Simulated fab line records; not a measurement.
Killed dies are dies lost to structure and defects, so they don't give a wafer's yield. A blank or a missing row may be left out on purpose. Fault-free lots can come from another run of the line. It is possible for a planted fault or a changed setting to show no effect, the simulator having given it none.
fab line records	flow n5Finfet
record lots=24	wafers=72	lastDay=18
route steps=1938 shown GATE_CUT@489 MOL_CONTACT_COAG@549
lots that met no fault: taken from a fault-free run of the same line
startH: the number of hours between the record's first day and the start of the first shown wafer of the lot	waitH: how many hours have passed since the lot's step before this one	" same as the row above	L1.1+2: a row that stands for several wafers	- no value present, or no start provided	* or withheld: withheld	< > ~ a bound
route shown NAME@n: names a module that has steps shown in the file, with the first one's number in the route	usual: average and standard deviation across the fault-free wafers	same: alike in all rows	chamber/n: place in a boat	sites: per-site readings	_std_site: the standard deviation of these	_edge_site: mean of outer sites minus mean of inner sites	radiusMm: how far each site lies from the wafer's centre	mask NAME#n: copy n	behind: the last tool/chamber to shape the wafer	hold: why the lot went on hold/how many hours it stayed there/how the hold came to an end	device: transistor that didn't switch, given as n, p or np	end of line: tests run on the same wafers once the route is complete	a step with no rows: only its recipe	killed: not the wafer's yield, but the dies lost to structure and defects at the first sort	map: a wafer's dies, marking killed ones x, the rest . and places with no die _
set.NAME: the setting as run; set.NAME@STEP: as run at that earlier step	model.NAME: the simulator's own value behind a step, which no gauge read
a sample of lots followed through the steps of the route, with each step as a table and each wafer as a row
services: when a tool's chamber went out of use (startH, in hours from the record's first day, below 0 if earlier), for how many hours, and the reason
## steps
# step N5_GATE_CUT_INSPECT_15
# recipe mode=adi	inspectInstrument=brightfield
# usual rawDefectCount=142/44
lot.wafer	tool	chamber	startH	waitH	rawDefectCount
L075.1	defectInspect-01	-	93.70	0.1	92
L075.2	"	-	"	"	110
L075.6	"	-	"	"	126
L074.3	defectInspect-01	-	96.80	0.0	136
L074.5	"	-	"	"	162
L074.6	"	-	"	"	180
L076.4	defectInspect-01	-	97.81	0.0	166
L076.5	"	-	"	"	128
L076.6	"	-	"	"	223
L077.2	defectInspect-02	-	104.17	0.0	155
L077.5	"	-	"	"	173
L077.6	"	-	"	"	140
L078.3	defectInspect-01	-	113.31	0.0	133
L078.4	"	-	"	"	145
L078.6	"	-	"	"	250
L079.2	defectInspect-01	-	115.63	0.0	179
L079.3	"	-	"	"	111
L079.4	"	-	"	"	74
L080.2	defectInspect-01	-	122.92	0.0	109
L080.5	"	-	"	"	140
L080.6	"	-	"	"	105
L081.1	defectInspect-02	-	128.31	0.1	107
L081.4	"	-	"	"	61
L081.5	"	-	"	"	82
L082.1	defectInspect-02	-	135.80	0.1	162
L082.3	"	-	"	"	125
L082.4	"	-	"	"	153
L083.3	defectInspect-02	-	142.61	0.0	186
L083.5	"	-	"	"	126
L083.6	"	-	"	"	216
L084.2	defectInspect-02	-	146.78	0.0	174
L084.3	"	-	"	"	193
L084.5	"	-	"	"	101
L085.2	defectInspect-02	-	153.77	0.0	163
L085.3	"	-	"	"	174
L085.4	"	-	"	"	159
L086.1	defectInspect-01	-	162.04	0.1	95
L086.5	"	-	"	"	101
L086.6	"	-	"	"	65
L087.1	defectInspect-02	-	169.00	0.1	155
L087.3	"	-	"	"	106
L087.6	"	-	"	"	169
L088.1	defectInspect-01	-	171.14	0.1	140
L088.5	"	-	"	"	144
L088.6	"	-	"	"	124
L089.2	defectInspect-01	-	174.01	0.0	112
L089.5	"	-	"	"	95
L089.6	"	-	"	"	141
L090.1	defectInspect-02	-	180.73	0.1	301
L090.3	"	-	"	"	141
L090.4	"	-	"	"	331
L091.1	defectInspect-01	-	190.24	0.1	107
L091.2	"	-	"	"	121
L091.3	"	-	"	"	97
L092.1	defectInspect-02	-	192.41	0.1	147
L092.4	"	-	"	"	137
L092.6	"	-	"	"	106
L093.1	defectInspect-01	-	200.28	0.1	142
L093.2	"	-	"	"	161
L093.4	"	-	"	"	186
L094.1	defectInspect-01	-	206.24	0.1	109
L094.5	"	-	"	"	87
L094.6	"	-	"	"	127
L095.3	defectInspect-01	-	209.03	0.0	95
L095.5	"	-	"	"	104
L095.6	"	-	"	"	114
L096.1	defectInspect-02	-	215.45	0.1	159
L096.2	"	-	"	"	131
L096.4	"	-	"	"	146
L097.2	defectInspect-01	-	226.80	0.0	95
L097.3	"	-	"	"	124
L097.5	"	-	"	"	149
# step N5_GATE_CUT_STRIP_21
# recipe chemistry=N2/H2	timeS=30	powerW=1000	tempC=250	pressureMtorr=withheld	n2FlowSccm=1750	h2FlowSccm=3250
# usual drypumpMotorCurrentA=5.98/0.24	heaterPowerW=364/23
lot.wafer	tool	chamber	startH	waitH	drypumpMotorCurrentA	heaterPowerW	rfHoursCounterH
L075.1	plasmaAsher-01	1	94.42	0.0	5.86	369	36
L075.2	"	0	"	"	5.74	374	36
L075.6	"	1	"	"	5.87	376	-
L074.3	plasmaAsher-02	0	97.81	0.1	6.40	375	-
L074.5	"	0	"	"	6.39	379	-
L074.6	"	1	"	"	6.08	317	-
L076.4	plasmaAsher-01	1	99.07	0.1	5.88	381	-
L076.5	"	0	"	"	5.75	375	-
L076.6	"	1	"	"	5.91	382	-
L077.2	plasmaAsher-02	1	105.28	0.0	6.10	320	94
L077.5	"	1	"	"	6.10	330	-
L077.6	"	0	"	"	6.37	377	-
L078.3	plasmaAsher-01	1	114.05	0.1	5.92	358	-
L078.4	"	0	"	"	5.71	374	-
L078.6	"	0	"	"	5.73	383	-
L079.2	plasmaAsher-01	0	116.39	0.0	5.74	375	40
L079.3	"	0	"	"	5.71	385	-
L079.4	"	1	"	"	5.89	368	-
L080.2	plasmaAsher-01	0	124.02	0.0	5.74	372	41
L080.5	"	0	"	"	5.76	375	-
L080.6	"	1	"	"	5.94	369	-
L081.1	plasmaAsher-02	1	129.14	0.0	6.09	320	99
L081.4	"	0	"	"	6.39	375	-
L081.5	"	0	"	"	6.39	377	-
L082.1	plasmaAsher-01	1	136.61	0.0	5.90	374	44
L082.3	"	0	"	"	5.73	378	-
L082.4	"	1	"	"	5.90	377	-
L083.3	plasmaAsher-02	1	143.35	0.1	6.09	328	-
L083.5	"	0	"	"	6.37	373	-
L083.6	"	1	"	"	6.10	322	-
L084.2	plasmaAsher-02	1	147.59	0.0	6.09	317	103
L084.3	"	1	"	"	6.10	313	-
L084.5	"	0	"	"	6.40	382	-
L085.2	plasmaAsher-01	1	154.49	0.0	5.90	373	46
L085.3	"	0	"	"	5.71	372	-
L085.4	"	1	"	"	5.91	370	-
L086.1	plasmaAsher-02	0	162.76	0.0	6.38	373	106
L086.5	"	0	"	"	6.39	365	-
L086.6	"	1	"	"	6.10	318	-
L087.1	plasmaAsher-01	1	169.77	0.0	5.88	375	50
L087.3	"	1	"	"	5.93	375	-
L087.6	"	1	"	"	5.92	374	-
L088.1	plasmaAsher-01	0	172.09	0.0	5.76	378	50
L088.5	"	1	"	"	5.90	381	-
L088.6	"	0	"	"	5.75	381	-
L089.2	plasmaAsher-01	0	174.73	0.0	5.74	378	51
L089.5	"	0	"	"	5.75	380	-
L089.6	"	1	"	"	5.86	369	-
L090.1	plasmaAsher-01	0	181.45	0.0	5.69	377	52
L090.3	"	1	"	"	5.91	376	-
L090.4	"	0	"	"	5.70	381	-
L091.1	plasmaAsher-01	1	190.98	0.0	5.93	362	54
L091.2	"	0	"	"	5.73	381	54
L091.3	"	1	"	"	5.90	377	-
L092.1	plasmaAsher-02	1	193.13	0.0	6.10	310	112
L092.4	"	1	"	"	6.10	326	-
L092.6	"	0	"	"	6.40	370	-
L093.1	plasmaAsher-01	1	200.99	0.0	5.91	369	56
L093.2	"	0	"	"	5.76	378	56
L093.4	"	1	"	"	5.91	359	-
L094.1	plasmaAsher-02	1	206.96	0.0	6.10	314	115
L094.5	"	0	"	"	6.40	378	-
L094.6	"	1	"	"	6.11	323	-
L095.3	plasmaAsher-02	0	210.68	0.1	6.39	374	-
L095.5	"	1	"	"	6.10	313	-
L095.6	"	0	"	"	6.39	368	-
L096.1	plasmaAsher-01	0	216.50	0.1	5.73	376	59
L096.2	"	1	"	"	5.95	377	59
L096.4	"	1	"	"	5.95	382	-
L097.2	plasmaAsher-01	0	227.79	0.1	5.71	373	61
L097.3	"	0	"	"	5.72	375	-
L097.5	"	1	"	"	5.90	379	-
# step N5_GATE_CUT_ALD_22
# recipe material=SiNx	targetThkA=160	tempC=400	aldPrecursorFamily=SiH2I2	aldCoReactant=N2/H2-plasma	pulseTimeS=1	aldCycles=320	purgeTimeS=2	coReactantPurgeTimeS=2	pressureTorr=2
# usual heaterPowerW=879/72	precursorPulseHeightRel=1.001/0.02
lot.wafer	tool	chamber	startH	waitH	heaterPowerW	precursorPulseHeightRel
L075.1	aldSin-02	2	96.84	2.3	916	0.983
L075.2	"	3	"	"	961	1.016
L075.6	"	2	"	"	902	0.973
L074.3	aldSin-01	1	98.50	0.5	787	0.977
L074.5	"	2	"	"	908	1.029
L074.6	"	3	"	"	868	0.996
L076.4	aldSin-03	1	100.49	1.3	823	0.989
L076.5	"	0	"	"	745	0.981
L076.6	"	2	"	"	834	0.996
L077.2	aldSin-03	1	105.71	0.3	820	0.982
L077.5	"	1	"	"	808	1.026
L077.6	"	0	"	"	741	1.007
L078.3	aldSin-03	3	114.18	0.0	732	1.003
L078.4	"	3	"	"	728	1.043
L078.6	"	1	"	"	798	0.995
L079.2	aldSin-01	1	116.55	0.0	801	0.995
L079.3	"	0	"	"	937	1.024
L079.4	"	3	"	"	862	0.984
L080.2	aldSin-02	1	124.17	0.0	827	0.994
L080.5	"	3	"	"	956	0.983
L080.6	"	0	"	"	939	0.981
L081.1	aldSin-01	3	129.57	0.3	855	1.036
L081.4	"	2	"	"	868	1.004
L081.5	"	2	"	"	867	1.000
L082.1	aldSin-02	2	136.95	0.2	921	0.999
L082.3	"	3	"	"	940	0.997
L082.4	"	0	"	"	955	1.042
L083.3	aldSin-02	2	143.48	0.0	924	0.999
L083.5	"	1	"	"	814	0.987
L083.6	"	2	"	"	901	0.997
L084.2	aldSin-02	2	147.74	0.0	931	1.040
L084.3	"	3	"	"	930	0.991
L084.5	"	1	"	"	824	1.007
L085.2	aldSin-02	3	154.65	0.0	955	1.000
L085.3	"	1	"	"	839	0.982
L085.4	"	0	"	"	980	1.030
L086.1	aldSin-01	1	162.91	0.0	826	0.989
L086.5	"	0	"	"	959	0.971
L086.6	"	3	"	"	829	0.972
L087.1	aldSin-01	0	169.92	0.0	966	1.002
L087.3	"	2	"	"	910	1.022
L087.6	"	0	"	"	993	1.008
L088.1	aldSin-01	0	172.25	0.0	979	0.990
L088.5	"	3	"	"	884	0.981
L088.6	"	0	"	"	949	1.011
L089.2	aldSin-01	0	174.93	0.0	960	0.974
L089.5	"	3	"	"	833	1.006
L089.6	"	0	"	"	955	1.028
L090.1	aldSin-01	3	182.13	0.6	867	0.994
L090.3	"	2	"	"	859	1.011
L090.4	"	1	"	"	804	0.979
L091.1	aldSin-02	0	191.65	0.5	971	0.971
L091.2	"	1	"	"	827	1.021
L091.3	"	3	"	"	947	1.011
L092.1	aldSin-02	0	193.29	0.0	978	0.992
L092.4	"	2	"	"	902	1.015
L092.6	"	3	"	"	965	0.997
L093.1	aldSin-01	3	201.15	0.0	862	1.005
L093.2	"	0	"	"	931	1.029
L093.4	"	2	"	"	887	1.012
L094.1	aldSin-03	0	207.12	0.0	749	0.980
L094.5	"	1	"	"	775	1.020
L094.6	"	2	"	"	865	0.990
L095.3	aldSin-02	0	210.90	0.1	958	1.038
L095.5	"	0	"	"	962	1.021
L095.6	"	3	"	"	945	0.977
L096.1	aldSin-03	3	216.65	0.0	763	0.975
L096.2	"	1	"	"	778	0.998
L096.4	"	1	"	"	778	1.010
L097.2	aldSin-02	0	227.94	0.0	974	1.034
L097.3	"	3	"	"	950	1.003
L097.5	"	3	"	"	989	1.015
# step N5_GATE_CUT_CMP_23
# recipe stopOn=SiO2	tOverpolishS=23.4	postCmpClean=alkalineBrush	downForcePsi=2.5	platenRpm=51.8	padVelocityMS=1.0307	targetThkNm=16
# usual headPressurePsi=2.500/0.0058	motorCurrentA=9.2/1	overpolishRunS=23.401/0.0096	timeToEndpointS=17.2/2.7
lot.wafer	tool	chamber	startH	waitH	headPressurePsi	motorCurrentA	overpolishRunS	timeToEndpointS
L075.1	cmp-03	2	98.61	1.0	2.504	7.9	23.403	18.3
L075.2	"	3	"	"	2.494	9.6	23.398	18.6
L075.6	"	1	"	"	2.504	9.3	23.390	18.6
L074.3	cmp-03	1	100.06	0.8	2.505	8.6	23.376	16.4
L074.6	"	3	"	"	2.498	8.7	23.407	18.7
L074.5	"	0	"	"	2.488	8.8	23.404	12.8
L076.4	cmp-02	1	101.29	0.1	2.507	11.2	23.398	18.6
L076.6	"	0	"	"	2.508	9.0	23.379	18.5
L076.5	"	1	"	"	2.500	11.4	23.409	17.8
L077.2	cmp-03	3	107.24	0.8	2.504	9.4	23.408	15.3
L077.5	"	2	"	"	2.491	8.4	23.395	12.9
L077.6	"	3	"	"	2.503	9.4	23.393	17.4
L078.4	cmp-04	2	115.76	0.1	2.502	8.2	23.413	19.8
L078.3	"	3	"	"	2.506	10.5	23.415	14.1
L078.6	"	1	"	"	2.494	8.5	23.399	18.3
L079.4	cmp-03	1	118.07	0.8	2.490	8.7	23.378	18.7
L079.3	"	2	"	"	2.500	8.0	23.401	17.2
L079.2	"	3	"	"	2.498	8.9	23.401	18.6
L080.2	cmp-04	2	125.77	0.9	2.488	8.3	23.387	19.6
L080.5	"	3	"	"	2.500	10.0	23.418	13.4
L080.6	"	0	"	"	2.503	9.1	23.396	19.5
L081.4	cmp-02	2	131.20	0.9	2.502	8.8	23.398	16.8
L081.1	"	3	"	"	2.493	8.1	23.396	13.4
L081.5	"	1	"	"	2.504	11.5	23.403	12.7
L082.4	cmp-04	1	138.44	0.8	2.497	8.0	23.387	16.6
L082.3	"	2	"	"	2.503	7.8	23.391	21.0
L082.1	"	3	"	"	2.506	10.4	23.400	14.6
L083.3	cmp-04	0	144.97	0.8	2.510	9.6	23.384	18.8
L083.5	"	0	"	"	2.507	9.4	23.412	21.0
L083.6	"	1	"	"	2.492	8.5	23.420	17.0
L084.3	cmp-04	3	149.23	0.8	2.502	10.4	23.397	12.3
L084.2	"	1	"	"	2.505	8.9	23.405	16.3
L084.5	"	3	"	"	2.501	10.5	23.410	14.8
L085.2	cmp-04	1	156.13	0.8	2.499	8.5	23.403	16.5
L085.4	"	2	"	"	2.503	7.9	23.397	21.0
L085.3	"	3	"	"	2.499	10.4	23.389	12.3
L086.1	cmp-02	2	164.51	0.9	2.502	8.5	23.385	19.9
L086.6	"	3	"	"	2.501	8.2	23.403	18.2
L086.5	"	0	"	"	2.493	9.9	23.410	16.1
L087.1	cmp-04	3	171.41	0.8	2.496	11.1	23.402	14.9
L087.3	"	2	"	"	2.502	8.0	23.402	20.0
L087.6	"	0	"	"	2.495	9.6	23.397	18.1
L088.1	cmp-02	3	173.77	0.8	2.502	8.1	23.395	16.3
L088.6	"	2	"	"	2.516	8.2	23.404	19.9
L088.5	"	3	"	"	2.508	8.0	23.417	16.6
L089.2	cmp-02	1	176.49	0.8	2.494	11.6	23.413	15.1
L089.6	"	3	"	"	2.502	8.2	23.399	15.3
L089.5	"	0	"	"	2.499	9.8	23.393	14.6
L090.1	cmp-04	3	183.62	0.8	2.491	10.4	23.392	11.4
L090.3	"	1	"	"	2.506	8.6	23.396	15.3
L090.4	"	2	"	"	2.491	8.4	23.403	19.8
L091.3	cmp-04	1	193.14	0.8	2.496	8.5	23.399	17.5
L091.1	"	2	"	"	2.500	7.9	23.402	22.5
L091.2	"	3	"	"	2.498	10.0	23.413	16.2
L092.4	cmp-04	3	194.78	0.8	2.506	11.1	23.421	15.2
L092.1	"	0	"	"	2.499	10.1	23.411	15.8
L092.6	"	0	"	"	2.500	9.4	23.400	19.1
L093.2	cmp-02	3	202.67	0.8	2.507	8.2	23.403	14.9
L093.4	"	0	"	"	2.498	9.9	23.399	18.5
L093.1	"	1	"	"	2.502	11.7	23.401	17.7
L094.1	cmp-02	0	208.64	0.8	2.490	10.2	23.399	17.3
L094.6	"	3	"	"	2.496	8.2	23.417	11.7
L094.5	"	0	"	"	2.489	10.0	23.391	18.1
L095.3	cmp-04	0	212.50	0.9	2.503	9.8	23.404	20.1
L095.6	"	1	"	"	2.504	8.4	23.398	17.0
L095.5	"	2	"	"	2.505	7.8	23.406	23.0
L096.2	cmp-03	1	218.14	0.8	2.497	9.6	23.412	15.1
L096.4	"	2	"	"	2.500	7.8	23.386	14.8
L096.1	"	0	"	"	2.494	9.2	23.408	14.0
L097.3	cmp-02	1	229.43	0.8	2.509	11.9	23.402	14.4
L097.2	"	2	"	"	2.506	8.7	23.401	21.9
L097.5	"	2	"	"	2.504	8.8	23.399	22.4
# step N5_GATE_CUT_THK_MEAS_24
# recipe reads=SiO2_of_GATE_CUT_HM_DEP_46+SiO2_flowable_of_ILD0_FCVD_FILL_01
# usual GC_FILL_THK=219.7/2.1
lot.wafer	tool	chamber	startH	waitH	GC_FILL_THK[nm]
L075.1	filmMetro-01	-	98.83	-	221.5
L075.2	"	-	"	"	219.8
L075.6	"	-	"	"	221.2
L074.3	filmMetro-02	-	100.28	-	219.1
L074.5	"	-	"	"	220.7
L074.6	"	-	"	"	220.3
L076.4	filmMetro-01	-	101.54	-	219.9
L076.5	"	-	"	"	219.3
L076.6	"	-	"	"	220.3
L077.2	filmMetro-02	-	107.49	-	217.1
L077.5	"	-	"	"	221.0
L077.6	"	-	"	"	218.0
L078.3	filmMetro-01	-	115.98	-	221.9
L078.4	"	-	"	"	222.7
L078.6	"	-	"	"	225.5
L079.2	filmMetro-02	-	118.33	-	217.9
L079.3	"	-	"	"	220.4
L079.4	"	-	"	"	219.2
L080.2	filmMetro-01	-	125.95	-	215.8
L080.5	"	-	"	"	220.4
L080.6	"	-	"	"	218.6
L081.1	filmMetro-01	-	131.42	-	219.1
L081.4	"	-	"	"	223.8
L081.5	"	-	"	"	222.2
L082.1	filmMetro-02	-	138.74	-	220.3
L082.3	"	-	"	"	215.6
L082.4	"	-	"	"	220.5
L083.3	filmMetro-01	-	145.27	-	218.2
L083.5	"	-	"	"	220.9
L083.6	"	-	"	"	216.4
L084.2	filmMetro-01	-	149.53	-	218.2
L084.3	"	-	"	"	221.5
L084.5	"	-	"	"	221.5
L085.2	filmMetro-01	-	156.43	-	221.1
L085.3	"	-	"	"	218.8
L085.4	"	-	"	"	222.4
L086.1	filmMetro-02	-	164.69	-	217.4
L086.5	"	-	"	"	219.9
L086.6	"	-	"	"	220.2
L087.1	filmMetro-01	-	171.70	-	218.0
L087.3	"	-	"	"	217.3
L087.6	"	-	"	"	220.0
L088.1	filmMetro-01	-	174.03	-	218.5
L088.5	"	-	"	"	220.7
L088.6	"	-	"	"	222.5
L089.2	filmMetro-02	-	176.71	-	220.4
L089.5	"	-	"	"	220.8
L089.6	"	-	"	"	219.4
L090.1	filmMetro-02	-	183.92	-	221.6
L090.3	"	-	"	"	219.2
L090.4	"	-	"	"	220.8
L091.1	filmMetro-01	-	193.43	-	217.8
L091.2	"	-	"	"	216.7
L091.3	"	-	"	"	218.9
L092.1	filmMetro-02	-	195.07	-	219.1
L092.4	"	-	"	"	219.7
L092.6	"	-	"	"	220.7
L093.1	filmMetro-01	-	202.93	-	218.4
L093.2	"	-	"	"	219.4
L093.4	"	-	"	"	221.4
L094.1	filmMetro-02	-	208.90	-	216.2
L094.5	"	-	"	"	221.8
L094.6	"	-	"	"	220.1
L095.3	filmMetro-01	-	212.68	-	218.2
L095.5	"	-	"	"	219.7
L095.6	"	-	"	"	222.0
L096.1	filmMetro-02	-	218.44	-	219.4
L096.2	"	-	"	"	219.0
L096.4	"	-	"	"	220.6
L097.2	filmMetro-01	-	229.73	-	217.8
L097.3	"	-	"	"	220.8
L097.5	"	-	"	"	222.7
# step N5_MOL_CONTACT_COAG_ANNEAL_113
# recipe tempC=400	timeS=300	ambient=H2/N2
# usual lampPowerPct=2.63/0.18	lamp_zone_1_pct=2.63/0.18	lamp_zone_3_pct=2.63/0.18	wafer_temp_C_max=401.6/0.45
lot.wafer	tool	chamber	startH	waitH	lampPowerPct	lamp_zone_1_pct	lamp_zone_3_pct	wafer_temp_C_max
L075.1	rtpAnneal-01	0	104.47	0.5	2.89	2.88	2.87	401.0
L075.2	"	0	"	"	2.88	2.88	2.88	401.1
L075.6	"	0	"	"	2.88	2.88	2.87	401.1
L074.3	rtpAnneal-02	0	107.78	0.7	2.50	2.50	2.50	401.5
L074.5	"	0	"	"	2.50	2.50	2.50	401.8
L074.6	"	0	"	"	2.50	2.49	2.50	401.9
L076.4	rtpAnneal-02	0	108.83	1.2	2.50	2.50	2.50	401.4
L076.5	"	0	"	"	2.50	2.50	2.49	402.0
L076.6	"	0	"	"	2.50	2.50	2.50	401.3
L077.2	rtpAnneal-02	0	116.91	0.9	2.50	2.50	2.50	402.1
L077.5	"	0	"	"	2.50	2.50	2.50	401.9
L077.6	"	0	"	"	2.50	2.50	2.50	401.6
L078.3	rtpAnneal-02	0	122.82	0.8	2.50	2.50	2.50	402.3
L078.4	"	0	"	"	2.50	2.50	2.50	401.6
L078.6	"	0	"	"	2.50	2.50	2.50	401.4
L079.2	rtpAnneal-02	0	124.77	0.7	2.50	2.50	2.50	401.6
L079.3	"	0	"	"	2.51	2.50	2.51	402.3
L079.4	"	0	"	"	2.50	2.50	2.50	401.5
L080.2	rtpAnneal-02	0	131.36	0.8	2.50	2.50	2.50	402.0
L080.5	"	0	"	"	2.50	2.50	2.50	402.3
L080.6	"	0	"	"	2.50	2.50	2.50	401.3
L081.1	rtpAnneal-02	0	137.54	0.5	2.50	2.50	2.50	401.9
L081.4	"	0	"	"	2.50	2.50	2.50	401.9
L081.5	"	0	"	"	2.50	2.50	2.50	401.8
L082.1	rtpAnneal-02	0	143.94	0.5	2.50	2.50	2.51	402.1
L082.3	"	0	"	"	2.50	2.50	2.50	401.8
L082.4	"	0	"	"	2.50	2.50	2.50	401.7
L083.3	rtpAnneal-02	0	151.20	0.8	2.50	2.50	2.50	402.6
L083.5	"	0	"	"	2.50	2.50	2.50	401.6
L083.6	"	0	"	"	2.50	2.50	2.50	401.3
L084.2	rtpAnneal-02	0	156.18	0.6	2.50	2.50	2.50	401.7
L084.3	"	0	"	"	2.50	2.50	2.50	401.4
L084.5	"	0	"	"	2.50	2.50	2.50	401.6
L085.2	rtpAnneal-02	0	160.62	0.5	2.50	2.50	2.50	401.3
L085.3	"	0	"	"	2.50	2.50	2.50	401.7
L085.4	"	0	"	"	2.50	2.50	2.49	402.7
L086.1	rtpAnneal-02	0	173.88	0.4	2.50	2.50	2.50	401.1
L086.5	"	0	"	"	2.50	2.50	2.50	401.6
L086.6	"	0	"	"	2.50	2.50	2.49	401.6
L087.1	rtpAnneal-01	0	176.49	0.5	2.88	2.88	2.88	401.0
L087.3	"	0	"	"	2.88	2.88	2.88	400.9
L087.6	"	0	"	"	2.88	2.88	2.88	400.7
L088.1	rtpAnneal-01	0	179.64	0.3	2.88	2.88	2.88	401.2
L088.5	"	0	"	"	2.88	2.88	2.88	401.4
L088.6	"	0	"	"	2.88	2.88	2.88	401.0
L089.2	rtpAnneal-02	0	181.21	0.7	2.50	2.50	2.50	402.2
L089.5	"	0	"	"	2.50	2.50	2.50	401.5
L089.6	"	0	"	"	2.50	2.50	2.50	401.8
L090.1	rtpAnneal-02	0	190.52	0.3	2.50	2.50	2.50	401.7
L090.3	"	0	"	"	2.50	2.50	2.51	401.3
L090.4	"	0	"	"	2.50	2.50	2.50	401.8
L091.1	rtpAnneal-02	0	200.63	0.3	2.50	2.50	2.50	401.7
L091.2	"	0	"	"	2.50	2.50	2.50	402.3
L091.3	"	0	"	"	2.50	2.50	2.50	401.3
L092.1	rtpAnneal-01	0	204.82	0.4	2.87	2.88	2.88	401.3
L092.4	"	0	"	"	2.89	2.87	2.88	401.0
L092.6	"	0	"	"	2.88	2.88	2.87	401.3
L093.1	rtpAnneal-01	0	208.45	0.3	2.88	2.88	2.88	401.4
L093.2	"	0	"	"	2.88	2.88	2.88	401.3
L093.4	"	0	"	"	2.88	2.88	2.88	401.7
L094.1	rtpAnneal-01	0	214.90	0.3	2.88	2.88	2.87	400.7
L094.5	"	0	"	"	2.88	2.88	2.88	400.8
L094.6	"	0	"	"	2.88	2.88	2.88	401.0
L095.3	rtpAnneal-02	0	218.41	0.7	2.50	2.50	2.50	401.2
L095.5	"	0	"	"	2.50	2.50	2.51	401.3
L095.6	"	0	"	"	2.50	2.50	2.50	401.8
L096.1	rtpAnneal-01	0	222.52	0.3	2.88	2.88	2.87	401.3
L096.2	"	0	"	"	2.88	2.88	2.88	400.9
L096.4	"	0	"	"	2.88	2.88	2.88	401.3
L097.2	rtpAnneal-01	0	235.85	0.5	2.88	2.88	2.88	401.2
L097.3	"	0	"	"	2.88	2.88	2.88	400.9
L097.5	"	0	"	"	2.88	2.88	2.87	401.3
## services
tool	chamber	startH	hours	kind
rtpAnneal-01	-	105.79	69.1	pm
aldSin-03	2	108.13	17.3	repair
aldSin-03	1	117.65	21.3	repair
cmp-03	-	127.78	4.0	pm
cmp-03	-	131.78	-	consumableReplace:conditioner
cmp-03	-	131.78	-	consumableReplace:pad
cmp-03	-	144.78	18.1	pm
aldSin-02	0	148.67	4.0	repair
cmp-04	-	154.17	0.5	repair
cmp-03	-	166.26	1.2	repair
cmp-03	-	171.73	1.7	repair
aldSin-03	-	177.52	14.0	pm
aldSin-03	0	177.52	14.0	ventCycle
aldSin-03	1	177.52	14.0	ventCycle
aldSin-03	2	177.52	14.0	ventCycle
aldSin-03	3	177.52	14.0	ventCycle
cmp-03	-	183.05	3.6	repair
aldSin-03	0	191.52	-	clean
aldSin-03	1	191.52	-	clean
aldSin-03	0	209.43	8.8	repair
cmp-02	-	212.68	4.0	pm
cmp-02	-	216.68	-	consumableReplace:conditioner
cmp-02	-	216.68	-	consumableReplace:pad
cmp-04	-	217.00	5.3	pm
## key
fault none
